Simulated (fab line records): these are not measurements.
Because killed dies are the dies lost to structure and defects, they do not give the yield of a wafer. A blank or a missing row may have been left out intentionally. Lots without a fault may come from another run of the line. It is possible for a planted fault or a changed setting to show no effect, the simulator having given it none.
fab line records | flow nand-harc
record: lots: 13 wafers: 39 last-day: 33
route steps=1302 shown A_ONON_D1@429 A_CHANNEL_HOLE_D1@461 END@1302
lots with no fault: from the same line, run without faults
start-h: start of the lot's first displayed wafer, in hours after the record's first day | wait-h: hours since the lot's step before | " identical to the entry in the row above | L1.1+2: one row covering several wafers at once | - either no value or no given start | * or withheld: withheld | < > ~ a bound
route shown NAME@n: names a module that has steps shown in the file, with the first one's number in the route | usual: average and standard deviation across the fault-free wafers | same: alike in all rows | chamber/n: place in a boat | sites: readings site by site | _std_site: the values' standard deviation | _edge_site: mean of outer sites minus mean of inner sites | radius-mm: for every site, how far away it sits from the centre of the wafer | mask NAME#n: copy n | behind: the most recent tool/chamber to have shaped the wafer | hold: reason for holding the lot/hours on hold/outcome of the hold | device: whichever transistor did not switch (one of n, p or np) | end of line: at the end of the route, the tests of the same wafers | where a step has no rows: the recipe by itself | killed: count of dies lost to structure and defects at first sort (not the wafer's yield) | map: per-die view of a wafer (x killed, . not killed, _ where there is no die)
set.NAME: the setting the step ran with; set.NAME@STEP: the setting that earlier step ran with | model.NAME: the simulator's own value behind a step, which no gauge read
a sample of lots followed through the steps of the route, with each step as a table and each wafer as a row
services: when a tool's chamber went out of use (start-h, in hours from the record's first day, below 0 if earlier), for how many hours, and the reason
== steps ==
step: NHARC_A_ONON_D1_THK_MEAS_08
recipe: thk-meas-gauge: ellipsometry
usual: thk-nm: 996/12
columns lot.wafer tool chamber start-h wait-h thk-nm
L745.2 film-metro-02 - 170.90 - 1000
L745.3 " - " " 1000
L745.6 " - " " 998
L747.1 film-metro-01 - 181.26 - 986
L747.5 " - " " 987
L747.6 " - " " 987
L746.1 film-metro-02 - 181.29 - 1012
L746.4 " - " " 1011
L746.6 " - " " 1011
L748.1 film-metro-02 - 190.58 - 992
L748.5 " - " " 989
L748.6 " - " " 994
L749.2 film-metro-02 - 207.22 - 1005
L749.5 " - " " 1006
L749.6 " - " " 1002
L751.1 film-metro-01 - 224.01 - 1002
L751.2 " - " " 1003
L751.6 " - " " 1001
L752.1 film-metro-02 - 234.46 - 980
L752.3 " - " " 979
L752.5 " - " " 979
L753.2 film-metro-01 - 244.52 - 990
L753.3 " - " " 991
L753.6 " - " " 993
L754.1 film-metro-02 - 250.52 - 1010
L754.4 " - " " 1010
L754.6 " - " " 1011
L756.1 film-metro-02 - 277.44 - 998
L756.2 " - " " 997
L756.3 " - " " 998
L762.2 film-metro-02 - 338.78 - 982
L762.3 " - " " 984
L762.5 " - " " 983
L765.1 film-metro-01 - 361.36 - 987
L765.4 " - " " 986
L765.5 " - " " 986
L767.2 film-metro-01 - 390.41 - 992
L767.3 " - " " 992
L767.6 " - " " 992
step: NHARC_A_ONON_D1_THK_MEAS_14
recipe: thk-meas-gauge: ellipsometry
usual: thk-nm: 1001/9.6
columns lot.wafer tool chamber start-h wait-h thk-nm
L745.2 film-metro-01 - 172.04 - 998
L745.3 " - " " 997
L745.6 " - " " 998
L747.1 film-metro-02 - 182.40 - 1005
L747.5 " - " " 1004
L747.6 " - " " 1007
L746.1 film-metro-01 - 182.44 - 993
L746.4 " - " " 993
L746.6 " - " " 993
L748.1 film-metro-01 - 191.71 - 1015
L748.5 " - " " 1013
L748.6 " - " " 1015
L749.2 film-metro-01 - 208.35 - 993
L749.5 " - " " 993
L749.6 " - " " 993
L751.1 film-metro-01 - 225.14 - 981
L751.2 " - " " 980
L751.6 " - " " 979
L752.1 film-metro-01 - 235.60 - 996
L752.3 " - " " 996
L752.5 " - " " 994
L753.2 film-metro-02 - 245.65 - 998
L753.3 " - " " 996
L753.6 " - " " 997
L754.1 film-metro-02 - 251.66 - 1011
L754.4 " - " " 1010
L754.6 " - " " 1009
L756.1 film-metro-01 - 278.58 - 1009
L756.2 " - " " 1008
L756.3 " - " " 1009
L762.2 film-metro-01 - 339.91 - 1010
L762.3 " - " " 1009
L762.5 " - " " 1009
L765.1 film-metro-02 - 362.51 - 1007
L765.4 " - " " 1008
L765.5 " - " " 1007
L767.2 film-metro-02 - 391.54 - 1005
L767.3 " - " " 1002
L767.6 " - " " 1005
step: NHARC_A_CHANNEL_HOLE_D1_DEVELOP_09
recipe: develop-time-s: 35 dev-temp-c: 23
columns lot.wafer tool chamber start-h wait-h
L745.2+3+6 litho-track-01 0 185 -
L747.1+5+6 litho-track-06 0 202 -
L746.1+4+6 litho-track-06 0 203 -
L748.1+5+6 litho-track-06 0 206 -
L749.2+5+6 litho-track-01 0 221 -
L751.1+2+6 litho-track-04 0 238 -
L752.1+3+5 litho-track-01 0 253 -
L753.2+3+6 litho-track-01 0 261 -
L754.1+4+6 litho-track-01 0 265 -
L756.1+2+3 litho-track-04 0 291 -
L762.2+3+5 litho-track-01 0 354 -
L765.1+4+5 litho-track-01 0 380 -
L767.2+3+6 litho-track-06 0 404 -
step: NHARC_A_CHANNEL_HOLE_D1_CD_MEAS_10
recipe: target-cd-nm: 100 landing-energy-ev: 500
usual: cd-nm: 100.0/0.47
columns lot.wafer tool chamber start-h wait-h cd-nm
L745.2 cd-sem-02 0 185.37 - 100.8
L745.3 " 0 " " 100.4
L745.6 " 0 " " 99.8
L747.1 cd-sem-02 0 202.68 - 100.0
L747.5 " 0 " " 99.9
L747.6 " 0 " " 99.8
L746.1 cd-sem-01 0 203.14 - 99.0
L746.4 " 0 " " 99.2
L746.6 " 0 " " 99.7
L748.1 cd-sem-02 0 206.80 - 98.9
L748.5 " 0 " " 99.9
L748.6 " 0 " " 99.4
L749.2 cd-sem-01 0 221.91 - 99.9
L749.5 " 0 " " 99.8
L749.6 " 0 " " 100.6
L751.1 cd-sem-02 0 238.61 - 100.7
L751.2 " 0 " " 100.4
L751.6 " 0 " " 99.9
L752.1 cd-sem-01 0 253.86 - 100.6
L752.3 " 0 " " 100.2
L752.5 " 0 " " 100.9
L753.2 cd-sem-03 0 261.59 - 100.0
L753.3 " 0 " " 100.7
L753.6 " 0 " " 100.7
L754.1 cd-sem-02 0 265.24 - 99.8
L754.4 " 0 " " 100.2
L754.6 " 0 " " 100.4
L756.1 cd-sem-03 0 292.00 - 100.3
L756.2 " 0 " " 100.5
L756.3 " 0 " " 100.9
L762.2 cd-sem-01 0 354.84 - 101.4
L762.3 " 0 " " 101.3
L762.5 " 0 " " 101.0
L765.1 cd-sem-01 0 380.45 - 101.3
L765.4 " 0 " " 101.9
L765.5 " 0 " " 100.9
L767.2 cd-sem-02 0 404.92 - 99.5
L767.3 " 0 " " 100.3
L767.6 " 0 " " 99.5
step: NHARC_A_CHANNEL_HOLE_D1_ETCH_19
recipe: bias-v: 1200 source-w: 2500 pressure-mtorr: 15 time-s: 34.5 ar-flow-sccm: 375 c4f8-flow-sccm: 28.8 o2-flow-sccm: 96.2 temp-c: -20 target-depth-a: * chemistry: C4F8/O2/Ar
usual: drypump-motor-current-A: 6.06/0.23 showerhead-plenum-p-Torr: 3.55/0.064 temp-c: -20.01/0.1 throttle-valve-pct: 37.039/0.0091
same: time-s: 34.5
columns lot.wafer tool chamber start-h wait-h drypump-motor-current-A rf-hours-counter-h showerhead-plenum-p-Torr temp-c throttle-valve-pct
L745.2 har-etch-01 0 186.96 0.1 6.23 92 3.68 -20.00 37.043
L745.3 " 0 " " 6.24 - 3.68 -19.80 37.039
L745.6 " 0 " " 6.23 - 3.68 -19.99 37.047
L747.1 har-etch-02 1 204.28 0.1 5.78 298 3.53 -19.92 37.033
L747.5 " 0 " " 5.72 - 3.55 -19.93 37.045
L747.6 " 1 " " 5.81 - 3.53 -20.31 37.053
L746.1 har-etch-01 1 205.14 0.1 6.24 99 3.54 -19.84 37.029
L746.4 " 1 " " 6.24 - 3.54 -19.88 37.039
L746.6 " 1 " " 6.25 - 3.54 -19.84 37.033
L748.1 har-etch-01 1 213.44 5.1 6.26 107 3.54 -20.03 37.039
L748.6 " 1 " " 6.26 - 3.54 -20.04 37.040
L748.5 " 0 " " 6.22 - 3.67 -19.94 37.044
L749.2 har-etch-01 1 224.33 0.7 6.23 115 3.53 -19.96 37.030
L749.5 " 1 " " 6.26 - 3.53 -20.04 37.041
L749.6 " 0 " " 6.23 - 3.66 -20.03 37.029
L751.1 har-etch-01 0 239.98 0.1 6.24 123 3.66 -19.96 37.036
L751.2 " 1 " " 6.26 123 3.53 -20.02 37.023
L751.6 " 0 " " 6.24 - 3.66 -20.15 37.033
L752.1 har-etch-01 0 257.53 2.4 6.25 134 3.65 -19.79 37.045
L752.3 " 1 " " 6.26 - 3.52 -20.10 37.041
L752.5 " 0 " " 6.22 - 3.65 -19.89 37.032
L753.2 har-etch-02 1 262.94 0.1 5.80 335 3.51 -20.05 37.048
L753.3 " 1 " " 5.83 - 3.51 -19.92 37.036
L753.6 " 1 " " 5.80 - 3.51 -19.97 37.033
L754.1 har-etch-02 0 267.14 0.6 5.71 339 3.53 -20.03 37.028
L754.4 " 1 " " 5.82 - 3.50 -19.97 37.035
L754.6 " 0 " " 5.74 - 3.53 -19.90 37.032
L756.1 har-etch-01 0 293.71 0.4 6.22 153 3.64 -20.05 37.043
L756.2 " 1 " " 6.25 153 3.51 -20.17 37.045
L756.3 " 1 " " 6.27 - 3.51 -20.08 37.035
L762.2 har-etch-01 1 356.39 0.1 6.26 188 3.49 -20.18 37.038
L762.3 " 1 " " 6.24 - 3.49 -20.02 37.041
L762.5 " 1 " " 6.24 - 3.49 -20.16 37.053
L765.1 har-etch-01 1 384.72 3.0 6.24 207 3.48 -20.00 37.030
L765.4 " 0 " " 6.22 - 3.61 -20.09 37.057
L765.5 " 1 " " 6.23 - 3.48 -20.03 37.048
L767.2 har-etch-01 1 406.31 0.1 6.28 222 3.48 -20.11 37.038
L767.3 " 1 " " 6.26 - 3.47 -19.97 37.054
L767.6 " 0 " " 6.23 - 3.60 -20.05 37.021
step: NHARC_END_SORT_01
recipe: temp-c: 25
usual: killed-at-array: 61/20 killed-at-other: 0.9/1.1 killed-at-periphery: 3.7/2.5 killed-dies: 65/21 killed-open: 3.3/1.8 killed-short: 2.3/1.5
same: gross-dies: 677
columns lot.wafer tool chamber start-h wait-h killed-at-array killed-at-other killed-at-periphery killed-dies killed-open killed-short
L745.2 prober-02 0 565.29 2.8 41 0 1 42 3 0
L745.3 prober-02 0 566.09 3.1 53 1 0 54 3 1
L745.6 prober-02 0 568.51 4.0 41 1 1 43 0 1
L747.1 prober-02 0 582.14 2.5 67 0 1 68 3 1
L747.5 prober-02 0 585.35 3.7 77 2 6 85 3 4
L747.6 prober-02 0 586.16 4.0 83 2 6 91 6 2
L748.1 prober-01 0 591.37 2.5 44 1 1 46 1 3
L748.5 prober-01 0 594.60 3.7 40 0 9 49 4 3
L748.6 prober-01 0 595.41 4.0 42 0 5 47 2 1
L751.1 prober-02 0 633.63 2.5 60 0 2 62 3 3
L751.2 prober-02 0 634.44 2.8 72 0 1 73 1 5
L751.6 prober-02 0 637.71 4.1 76 1 4 81 5 4
L752.1 prober-01 0 655.60 2.5 75 2 0 77 1 3
L752.3 prober-01 0 657.20 3.1 55 0 3 58 2 1
L752.5 prober-01 0 658.79 3.7 69 1 1 71 3 3
L756.1 prober-02 0 675.35 2.5 42 1 10 53 2 0
L756.2 prober-02 0 676.16 2.8 37 0 5 42 3 1
L756.3 prober-02 0 676.97 3.1 41 0 8 49 4 1
L762.2 prober-01 0 749.10 2.8 53 2 1 56 3 3
L762.3 prober-01 0 749.90 3.1 59 1 6 66 4 3
L762.5 prober-01 0 751.49 3.7 55 0 1 56 4 3
killed by level:class
L745.2 A_CHANNEL_HOLE_D2:chamber-film-flake=31 A_STAIRCASE:chamber-film-flake=3 A_CHANNEL_HOLE_D1:chamber-film-flake=2 A_CONTACT:unspecified=2 P_CONTACT:geometric-particle:open=1 A_DECK1_JOINT:geometric-particle:open=1 A_M0:geometric-particle:open=1 A_CHANNEL_FILL_D1:chamber-film-flake=1
L745.3 A_CHANNEL_HOLE_D2:chamber-film-flake=42 A_CHANNEL_HOLE_D1:chamber-film-flake=3 A_STAIRCASE:chamber-film-flake=2 A_CHANNEL_FILL_D2:geometric-particle:open=1 A_WL_FILL:geometric-particle:short=1 A_BLC:geometric-particle:open=1 STARTING-WAFER:geometric-particle:open=1 A_CHANNEL_FILL_D1:chamber-film-flake=1
L745.6 A_CHANNEL_HOLE_D2:chamber-film-flake=33 A_CONTACT:chamber-film-flake=4 A_CONTACT:unspecified=2 P_GATE:geometric-particle:short=1 A_CHANNEL_FILL_D1:chamber-film-flake=1 THIN_TSV:chamber-film-flake=1 A_CHANNEL_FILL_D2:chamber-film-flake=1
L747.1 A_CHANNEL_HOLE_D1:chamber-film-flake=26 A_SLIT:chamber-film-flake=26 A_M1:chamber-film-flake=4 A_CHANNEL_HOLE_D2:chamber-film-flake=3 A_SOURCE_PLATE:geometric-particle:short=1 A_CHANNEL_FILL_D2:geometric-particle:open=1 A_SGD_CUT:geometric-particle:open=1 A_WL_FILL:geometric-particle:open=1
L747.5 A_CHANNEL_HOLE_D1:chamber-film-flake=34 A_SLIT:chamber-film-flake=20 A_CHANNEL_HOLE_D2:chamber-film-flake=6 A_M1:chamber-film-flake=4 P_M0:geometric-particle:open=2 P_M0:chamber-film-flake=2 A_WL_FILL:chamber-film-flake=2 A_CONTACT:chamber-film-flake=2
L747.6 A_CHANNEL_HOLE_D1:chamber-film-flake=32 A_SLIT:chamber-film-flake=25 A_CHANNEL_HOLE_D2:chamber-film-flake=12 P_M0:chamber-film-flake=4 A_M1:chamber-film-flake=3 A_M0:geometric-particle:open=2 A_CONTACT:chamber-film-flake=2 P_STI:geometric-particle:short=1
L748.1 A_SLIT:chamber-film-flake=19 A_CHANNEL_HOLE_D2:chamber-film-flake=8 A_CONTACT:chamber-film-flake=5 A_CHANNEL_HOLE_D1:chamber-film-flake=4 A_CHANNEL_FILL_D2:chamber-film-flake=2 A_SOURCE_PLATE:geometric-particle:short=1 A_CHANNEL_FILL_D1:geometric-particle:short=1 A_SGD_CUT:geometric-particle:open=1
L748.5 A_SLIT:chamber-film-flake=22 P_STI:chamber-film-flake=5 A_CHANNEL_HOLE_D2:chamber-film-flake=5 P_ZERO_WELL:chamber-film-flake=3 A_CONTACT:chamber-film-flake=3 A_DECK1_JOINT:geometric-particle:open=2 P_M2:geometric-particle:open=1 A_ONON_D1:geometric-particle:open=1
L748.6 A_SLIT:chamber-film-flake=24 A_CHANNEL_HOLE_D2:chamber-film-flake=5 P_STI:chamber-film-flake=4 A_STAIRCASE:chamber-film-flake=4 A_CHANNEL_HOLE_D1:chamber-film-flake=3 A_WL_FILL:geometric-particle:open=1 A_WL_FILL:geometric-particle:short=1 A_M0:geometric-particle:open=1
L751.1 A_CHANNEL_HOLE_D2:chamber-film-flake=26 A_SLIT:chamber-film-flake=22 A_CHANNEL_HOLE_D1:chamber-film-flake=5 A_CHANNEL_FILL_D2:geometric-particle:short=2 P_M0:geometric-particle:open=1 A_ONON_D1:geometric-particle:short=1 A_CHANNEL_FILL_D1:geometric-particle:open=1 A_M0:geometric-particle:open=1
L751.2 A_CHANNEL_HOLE_D2:chamber-film-flake=31 A_SLIT:chamber-film-flake=25 A_CHANNEL_HOLE_D1:chamber-film-flake=4 A_STAIRCASE:chamber-film-flake=4 A_ONON_D2:geometric-particle:short=2 A_DECK1_JOINT:chamber-film-flake=2 P_STI:geometric-particle:short=1 A_SOURCE_PLATE:geometric-particle:short=1
L751.6 A_CHANNEL_HOLE_D2:chamber-film-flake=31 A_SLIT:chamber-film-flake=25 A_CHANNEL_HOLE_D1:chamber-film-flake=7 A_CHANNEL_FILL_D2:geometric-particle:short=2 A_CONTACT:geometric-particle:open=2 P_GATE:chamber-film-flake=2 A_STAIRCASE:chamber-film-flake=2 A_SOURCE_PLATE:geometric-particle:short=1
L752.1 A_CHANNEL_HOLE_D2:chamber-film-flake=37 A_CHANNEL_HOLE_D1:chamber-film-flake=12 A_STAIRCASE:chamber-film-flake=11 A_CONTACT:chamber-film-flake=6 A_CHANNEL_FILL_D2:chamber-film-flake=2 A_SLIT:chamber-film-flake=2 THIN_TSV:chamber-film-flake=2 A_DECK1_JOINT:geometric-particle:short=1
L752.3 A_CHANNEL_HOLE_D2:chamber-film-flake=32 A_CHANNEL_HOLE_D1:chamber-film-flake=7 A_STAIRCASE:chamber-film-flake=6 A_CONTACT:chamber-film-flake=5 P_M0:geometric-particle:open=1 A_DECK1_JOINT:geometric-particle:short=1 A_M0:geometric-particle:open=1 P_ZERO_WELL:chamber-film-flake=1
L752.5 A_CHANNEL_HOLE_D2:chamber-film-flake=38 A_CHANNEL_HOLE_D1:chamber-film-flake=13 A_STAIRCASE:chamber-film-flake=5 A_CONTACT:chamber-film-flake=3 A_CHANNEL_FILL_D1:geometric-particle:open=2 A_DECK1_JOINT:chamber-film-flake=2 A_SLIT:chamber-film-flake=2 P_GATE:geometric-particle:short=1
L756.1 A_CHANNEL_HOLE_D2:chamber-film-flake=16 A_CHANNEL_HOLE_D1:chamber-film-flake=10 A_CONTACT:chamber-film-flake=9 P_STI:chamber-film-flake=4 P_GATE:chamber-film-flake=4 P_BONDPAD:chamber-film-flake=2 A_CHANNEL_HOLE_D1:geometric-particle:open=1 A_CONTACT:geometric-particle:open=1
L756.2 A_CHANNEL_HOLE_D2:chamber-film-flake=16 A_CONTACT:chamber-film-flake=9 A_CHANNEL_HOLE_D1:chamber-film-flake=4 A_CHANNEL_FILL_D1:chamber-film-flake=4 P_GATE:chamber-film-flake=3 P_GATE:geometric-particle:open=1 A_BLC:geometric-particle:open=1 A_M0:geometric-particle:open=1
L756.3 A_CHANNEL_HOLE_D2:chamber-film-flake=19 A_CONTACT:chamber-film-flake=8 A_CHANNEL_FILL_D1:chamber-film-flake=5 P_STI:chamber-film-flake=3 A_CHANNEL_HOLE_D1:chamber-film-flake=3 P_GATE:chamber-film-flake=2 A_SGD_CUT:chamber-film-flake=2 P_CONTACT:geometric-particle:open=1
L762.2 A_SLIT:chamber-film-flake=25 A_CHANNEL_HOLE_D1:chamber-film-flake=12 A_STAIRCASE:chamber-film-flake=4 A_DECK1_JOINT:chamber-film-flake=2 A_M0:chamber-film-flake=2 THIN_TSV:chamber-film-flake=2 A_ONON_D1:geometric-particle:open=1 A_CHANNEL_HOLE_D1:geometric-particle:short=1
L762.3 A_SLIT:chamber-film-flake=30 A_CHANNEL_HOLE_D1:chamber-film-flake=16 P_STI:chamber-film-flake=3 A_STAIRCASE:chamber-film-flake=3 A_M0:chamber-film-flake=3 P_M1:geometric-particle:open=2 A_CONTACT:chamber-film-flake=2 P_M2:geometric-particle:short=1
L762.5 A_SLIT:chamber-film-flake=29 A_CHANNEL_HOLE_D1:chamber-film-flake=13 A_STAIRCASE:chamber-film-flake=2 A_CONTACT:chamber-film-flake=2 A_ONON_D1:geometric-particle:open=1 A_CHANNEL_HOLE_D1:geometric-particle:open=1 A_ONON_D2:geometric-particle:short=1 A_CHANNEL_FILL_D2:geometric-particle:open=1
== services ==
columns tool chamber start-h hours kind
litho-track-06 - 179.00 7.0 pm
litho-track-04 - 203.00 7.0 pm
har-etch-01 - 284.24 5.7 repair
litho-track-01 - 330.00 7.0 pm
litho-track-06 - 354.00 7.0 pm
litho-track-04 - 378.00 7.0 pm
litho-track-06 - 378.14 - consumable-replace:filter
har-etch-02 - 382.67 17.0 pm
har-etch-02 0 382.67 17.0 vent-cycle
har-etch-02 1 382.67 17.0 vent-cycle
har-etch-02 0 399.67 - clean
har-etch-02 0 399.67 - consumable-replace:esc
har-etch-02 0 399.67 - consumable-replace:focus-ring
har-etch-02 0 399.67 - consumable-replace:showerhead
har-etch-02 1 399.67 - clean
har-etch-02 1 399.67 - consumable-replace:focus-ring
har-etch-02 1 399.67 - consumable-replace:showerhead
== key ==
first-sign: step: NHARC_A_CHANNEL_HOLE_D1_CD_MEAS_10 reading: cd-nm direction: up sigmas: 2.8 usual: 100.0 struck: 101.3
effect none on later readings
met-at NHARC_A_CHANNEL_HOLE_D1_DEVELOP_09
struck-lots L762,L765
tester-left-out L762,L765
not-acting-at NHARC_A_ONON_D1_THK_MEAS_08,NHARC_A_ONON_D1_THK_MEAS_14,NHARC_A_CHANNEL_HOLE_D1_ETCH_19
onset-between 265 354
fault: kind: process-parameter-drift tool: litho-track-01 chamber: - onset-h: 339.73 steps: NHARC_A_CHANNEL_HOLE_D1_DEVELOP_09 channel: develop-time-s offset: * shape: step end-h: 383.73 acts-in: * stated: *
tester-left-out: of these lots the tester's yield and bins aren't shown, on N5 and GAA mostly nor the transistor test; their killed dies are dies lost to structure and defects alone, not to doping, threshold or leakage, so they don't give the yield
